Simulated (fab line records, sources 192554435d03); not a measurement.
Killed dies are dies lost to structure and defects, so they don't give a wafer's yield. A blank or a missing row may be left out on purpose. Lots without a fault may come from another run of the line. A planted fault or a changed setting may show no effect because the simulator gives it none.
Which tool did it? | flow n5_finfet | 9 lots, 24 wafers sampled, at 6 steps of a route of 1938

WHAT THE GAUGES READ, wafer by wafer
N5_STI_FIN_REVEAL_FIN_H_MEAS_10. Usual: trench_depth_nm 51.6 nm, standard deviation 0.85.
lot  | measured    | on     | trench_depth_nm (nm) | flag
L243 | day 3 06:52 | ocd-01 | 51.7 51.0 51.3       |
L244 | day 3 13:07 | ocd-02 | 51.6 51.4 51.8       |
L246 | day 4 01:34 | ocd-01 | 52.3 51.9 52.3       |
L248 | day 4 13:41 | ocd-01 | 52.3 51.0 51.1       |
L253 | day 5 19:36 | ocd-01 | 51.9 48.6            |
L254 | day 6 01:05 | ocd-02 | 52.0 51.0 53.1       |
L258 | day 7 01:52 | ocd-02 | 51.7 52.7            |
L259 | day 7 09:02 | ocd-01 | 51.4 51.0            |
L261 | day 7 19:05 | ocd-02 | 51.6 51.8 52.0       |

N5_BEOL_M4_RC_MEAS_101. Usual: DIBL_N 37.1 mV/V, standard deviation 2.4; DIBL_P 37 mV/V, standard deviation 3; IOFF_N 0.18 nA/um, standard deviation 0.053; IOFF_P 0.21 nA/um, standard deviation 0.05; ION_N 674 uA/um, standard deviation 14; ION_P 459 uA/um, standard deviation 9.2; SS_N 72.1 mV/dec, standard deviation 0.9; SS_P 73.4 mV/dec, standard deviation 0.89; VT_N 250 mV, standard deviation 3.8; VT_P -251 mV, standard deviation 3.7.
lot  | measured     | on        | DIBL_N (mV/V)  | DIBL_P (mV/V) | IOFF_N (nA/um) | IOFF_P (nA/um) | ION_N (uA/um) | ION_P (uA/um) | SS_N (mV/dec)  | SS_P (mV/dec)  | VT_N (mV)   | VT_P (mV)      | flag
L243 | day 9 13:48  | prober-01 | 37.7 36.7 37.9 | 39 37 38      | 0.20 0.19 0.20 | 0.25 0.23 0.23 | 688 681 664   | 467 464 453   | 71.6 72.0 73.0 | 73.7 72.7 73.8 | 248 245 247 | -248 -248 -248 |
L244 | day 9 08:38  | prober-01 | 35.0 34.1 36.0 | 34 32 35      | 0.13 0.12 0.14 | 0.16 0.14 0.17 | 664 652 664   | 455 445 453   | 71.5 71.4 71.1 | 73.0 72.2 72.8 | 253 256 255 | -251 -257 -255 |
L246 | day 9 18:23  | prober-01 | 37.7 34.9 36.0 | 40 36 36      | 0.19 0.13 0.16 | 0.22 0.18 0.18 | 671 657 679   | 459 450 457   | 72.5 71.4 72.1 | 74.4 73.3 72.9 | 250 253 250 | -251 -253 -254 |
L248 | day 10 16:02 | prober-01 | 33.4 39.3 36.0 | 31 38 34      | 0.11 0.22 0.14 | 0.15 0.24 0.18 | 663 685 661   | 456 465 443   | 70.8 72.2 71.0 | 72.4 73.3 72.4 | 256 247 254 | -254 -249 -253 |
L253 | day 11 17:23 | prober-01 | 36.5 39.8      | 37 37         | 0.16 0.32      | 0.22 0.26      | 682 648       | 466 445       | 73.1 75.8      | 73.8 74.9      | 251 248     | -248 -249      |
L254 | day 12 01:22 | prober-02 | 35.8 39.2 39.0 | 36 40 41      | 0.15 0.21 0.21 | 0.19 0.25 0.27 | 694 679 712   | 467 466 484   | 71.0 72.0 72.4 | 72.6 74.1 74.0 | 250 246 243 | -253 -250 -248 |
L258 | day 12 16:34 | prober-01 | 40.9 36.4      | 42 37         | 0.28 0.15      | 0.33 0.21      | 695 671       | 474 462       | 72.6 72.2      | 74.0 72.9      | 242 250     | -243 -249      |
L259 | day 12 21:28 | prober-02 | 42.6 43.0      | 45 45         | 0.30 0.30      | 0.31 0.32      | 698 693       | 471 462       | 73.4 73.8      | 75.3 75.1      | 245 244     | -246 -247      |
L261 | day 13 21:18 | prober-02 | 32.5 36.1 37.3 | 33 37 39      | 0.12 0.17 0.21 | 0.14 0.18 0.22 | 665 690 697   | 453 459 464   | 71.2 71.7 72.5 | 72.1 72.8 74.6 | 252 249 244 | -255 -255 -252 |

WHICH TOOL RAN EACH LOT (tool, then ch and the chambers of the sampled wafers, then the start)
lot  | N5_FIN_CUT_ETCH_20                | N5_STI_FIN_REVEAL_CMP_04     | N5_STI_FIN_REVEAL_ETCHBACK_08     | N5_STI_FIN_REVEAL_STRIP_24
L243 | rie_diel-04 ch 0,2, day 2 21:13   | cmp-04 ch 1,2,3, day 3 03:19 | rie_diel-05 ch 0,1,2, day 3 03:54 | rie_diel-05 ch 0,1,2, day 3 03:56
L244 | rie_diel-04 ch 0,3, day 3 03:31   | cmp-01 ch 1,3, day 3 09:30   | rie_diel-05 ch 1,3, day 3 10:02   | rie_diel-05 ch 1,3, day 3 10:05
L246 | rie_diel-03 ch 0,1, day 3 15:57   | cmp-04 ch 1,2, day 3 21:56   | rie_diel-02 ch 2,3, day 3 22:36   | rie_diel-02 ch 2,3, day 3 22:38
L248 | rie_diel-01 ch 0,1,2, day 4 03:53 | cmp-02 ch 1,2,3, day 4 09:59 | rie_diel-02 ch 0,1,2, day 4 10:38 | rie_diel-02 ch 0,1,2, day 4 10:40
L253 | rie_diel-03 ch 1,3, day 5 09:47   | cmp-04 ch 0,2, day 5 15:50   | rie_diel-02 ch 0,3, day 5 16:38   | rie_diel-02 ch 0,3, day 5 16:40
L254 | rie_diel-03 ch 0,2,3, day 5 15:25 | cmp-04 ch 0,1,3, day 5 21:29 | rie_diel-06 ch 0,1,2, day 5 22:00 | rie_diel-06 ch 0,1,2, day 5 22:02
L258 | rie_diel-04 ch 0,2, day 6 16:23   | cmp-04 ch 1,2, day 6 22:26   | rie_diel-05 ch 1,2, day 6 22:53   | rie_diel-05 ch 1,2, day 6 22:56
L259 | rie_diel-01 ch 0,3, day 6 23:22   | cmp-04 ch 1,2, day 7 05:33   | rie_diel-05 ch 0,1, day 7 06:05   | rie_diel-05 ch 0,1, day 7 06:07
L261 | rie_diel-03 ch 1,2,3, day 7 09:23 | cmp-04 ch 2,3, day 7 15:32   | rie_diel-06 ch 0,2, day 7 16:07   | rie_diel-06 ch 0,2, day 7 16:10
- N5_FIN_CUT_ETCH_20: etches SiARC in CF4, target depth 26 nm, time 43.3 s.
- N5_STI_FIN_REVEAL_CMP_04: polishes, stops on Si3N4, t overpolish 4 s, target thk 131.83 nm.
- N5_STI_FIN_REVEAL_ETCHBACK_08: etches SiO2 in C4F6/O2, target depth 30.5 nm, time 10.167 s.
- N5_STI_FIN_REVEAL_STRIP_24: strips in N2/H2, time 90 s.

WHAT THE TOOLS THEMSELVES READ (means of the sampled wafers that have a number; where no wafer has one, the mark that the record gives instead)
N5_FIN_CUT_ETCH_20. Usual: bias_w 35.98 W, standard deviation 0.12; drypump_motor_current_A 5.68 A, standard deviation 0.28; etch_rf_on_time_s 42.8 s, standard deviation 1.1; oes_product_au 0.70 a.u., standard deviation 0.057; rf_vpp_V 184.4 V, standard deviation 1.1; showerhead_plenum_p_Torr 2.17 Torr, standard deviation 0.065; throttle_valve_pct 15.61 %, standard deviation 0.22.
lot  | tool        | bias_w (W) | drypump_motor_current_A (A) | etch_rf_on_time_s (s) | oes_product_au (a.u.) | rf_vpp_V (V) | showerhead_plenum_p_Torr (Torr) | throttle_valve_pct (%) | flag
L243 | rie_diel-04 | 35.82      | 5.83                        | 42.7                  | 0.69                  | 184.3        | 2.13                            | 15.59                  |
L244 | rie_diel-04 | 36.00      | 5.50                        | 42.8                  | 0.72                  | 184.6        | 2.17                            | 15.44                  |
L246 | rie_diel-03 | 35.92      | 5.60                        | 43.3                  | 0.78                  | 185.0        | 2.24                            | 15.54                  |
L248 | rie_diel-01 | 35.91      | 6.00                        | 43.5                  | 0.69                  | 185.1        | 2.17                            | 15.56                  |
L253 | rie_diel-03 | 35.98      | 5.60                        | 42.8                  | 0.66                  | 185.0        | 2.16                            | 15.62                  |
L254 | rie_diel-03 | 35.92      | 5.75                        | 42.8                  | 0.69                  | 184.8        | 2.22                            | 15.80                  |
L258 | rie_diel-04 | 36.14      | 5.89                        | 42.7                  | 0.66                  | 183.4        | 2.10                            | 15.68                  |
L259 | rie_diel-01 | 36.01      | 5.73                        | 44.8                  | 0.70                  | 183.8        | 2.13                            | 15.56                  |
L261 | rie_diel-03 | 35.88      | 5.62                        | 42.6                  | 0.66                  | 184.2        | 2.18                            | 15.74                  |

N5_STI_FIN_REVEAL_CMP_04. Usual: motor_current_A 8.1 A, standard deviation 0.85; overpolish_run_s 4.000 s, standard deviation 0.009; slurry_filter_dp_kPa 13.49 kPa, standard deviation 0.15; time_to_endpoint_s 107 s, standard deviation 6.4.
lot  | tool   | motor_current_A (A) | overpolish_run_s (s) | slurry_filter_dp_kPa (kPa) | time_to_endpoint_s (s) | flag
L243 | cmp-04 | 7.8                 | 4.006                | 13.43                      | 106                    |
L244 | cmp-01 | 8.1                 | 3.995                | 13.48                      | 118                    |
L246 | cmp-04 | 8.3                 | 3.995                | 13.55                      | 103                    |
L248 | cmp-02 | 8.2                 | 3.991                | 13.39                      | 104                    |
L253 | cmp-04 | 7.3                 | 4.002                | 13.48                      | 114                    |
L254 | cmp-04 | 7.7                 | 4.000                | 13.60                      | 112                    |
L258 | cmp-04 | 8.0                 | 4.004                | 13.29                      | 101                    |
L259 | cmp-04 | 8.3                 | 3.997                | 13.43                      | 100                    |
L261 | cmp-04 | 7.5                 | 4.008                | 13.34                      | 103                    |

N5_STI_FIN_REVEAL_ETCHBACK_08. Usual: bias_w 185.0 W, standard deviation 0.51; drypump_motor_current_A 5.6 A, standard deviation 0.58; oes_f_703_au 0.78 a.u., standard deviation 0.068; oes_o_777_au 0.78 a.u., standard deviation 0.07; oes_product_au 0.77 a.u., standard deviation 0.075; rf_vpp_V 660 V, standard deviation 15; showerhead_plenum_p_Torr 2.86 Torr, standard deviation 0.085; throttle_valve_pct 21.07 %, standard deviation 0.22.
lot  | tool        | bias_w (W) | drypump_motor_current_A (A) | oes_f_703_au (a.u.) | oes_o_777_au (a.u.) | oes_product_au (a.u.) | rf_vpp_V (V) | showerhead_plenum_p_Torr (Torr) | throttle_valve_pct (%) | flag
L243 | rie_diel-05 | 184.5      | 5.8                         | 0.75                | 0.76                | 0.74                  | 657          | 2.77                            | 21.09                  |
L244 | rie_diel-05 | 185.0      | 5.5                         | 0.72                | 0.73                | 0.71                  | 653          | 2.82                            | 21.23                  |
L246 | rie_diel-02 | 184.5      | 5.9                         | 0.78                | 0.77                | 0.76                  | 651          | 2.88                            | 21.04                  |
L248 | rie_diel-02 | 185.0      | 5.2                         | 0.82                | 0.81                | 0.80                  | 668          | 2.91                            | 20.95                  |
L253 | rie_diel-02 | 185.1      | 6.0                         | 0.79                | 0.77                | 0.76                  | 650          | 2.84                            | 21.09                  |
L254 | rie_diel-06 | 184.5      | 5.6                         | 0.85                | 0.87                | 0.86                  | 667          | 2.90                            | 21.09                  |
L258 | rie_diel-05 | 185.3      | 6.0                         | 0.79                | 0.80                | 0.80                  | 656          | 2.92                            | 21.12                  |
L259 | rie_diel-05 | 185.7      | 5.4                         | 0.76                | 0.76                | 0.74                  | 652          | 2.78                            | 21.09                  |
L261 | rie_diel-06 | 185.0      | 5.3                         | 0.87                | 0.91                | 0.90                  | 682          | 2.84                            | 20.82                  |

N5_STI_FIN_REVEAL_STRIP_24. Usual: drypump_motor_current_A 5.6 A, standard deviation 0.58; oes_product_au 0.77 a.u., standard deviation 0.073; rf_vpp_V 45.4 V, standard deviation 0.81; showerhead_plenum_p_Torr 3.39 Torr, standard deviation 0.094; throttle_valve_pct 12.15 %, standard deviation 0.24.
lot  | tool        | drypump_motor_current_A (A) | oes_product_au (a.u.) | rf_vpp_V (V) | showerhead_plenum_p_Torr (Torr) | throttle_valve_pct (%) | flag
L243 | rie_diel-05 | 5.8                         | 0.75                  | 45.3         | 3.28                            | 12.26                  |
L244 | rie_diel-05 | 5.5                         | 0.71                  | 45.8         | 3.34                            | 12.40                  |
L246 | rie_diel-02 | 5.9                         | 0.77                  | 45.3         | 3.43                            | 12.09                  |
L248 | rie_diel-02 | 5.2                         | 0.80                  | 45.3         | 3.44                            | 11.97                  |
L253 | rie_diel-02 | 6.0                         | 0.77                  | 46.1         | 3.40                            | 12.21                  |
L254 | rie_diel-06 | 5.6                         | 0.86                  | 45.9         | 3.46                            | 12.08                  |
L258 | rie_diel-05 | 6.0                         | 0.80                  | 44.7         | 3.45                            | 12.12                  |
L259 | rie_diel-05 | 5.5                         | 0.74                  | 45.0         | 3.30                            | 12.27                  |
L261 | rie_diel-06 | 5.3                         | 0.90                  | 45.0         | 3.41                            | 12.03                  |

THE ANSWER, worked out from the rows above alone
Rule: a lot is off if the mean of its wafers that have a number lies more than 3 standard deviations from the usual mean. A lot without any number at a reading at which 4 lots or more have one is off too. The other lots that the step has rows for count as sound. The gauges are gone through in route order, then the tools' own readings, and for those a lot's mean is taken as printed above. The first step at which some lot is off is used, and at that step the reading that is off furthest; a lot without a number counts as furthest.
No lot is off at any reading shown: from this, nothing can be told.

WHAT THE SIMULATOR HAD PUT IN
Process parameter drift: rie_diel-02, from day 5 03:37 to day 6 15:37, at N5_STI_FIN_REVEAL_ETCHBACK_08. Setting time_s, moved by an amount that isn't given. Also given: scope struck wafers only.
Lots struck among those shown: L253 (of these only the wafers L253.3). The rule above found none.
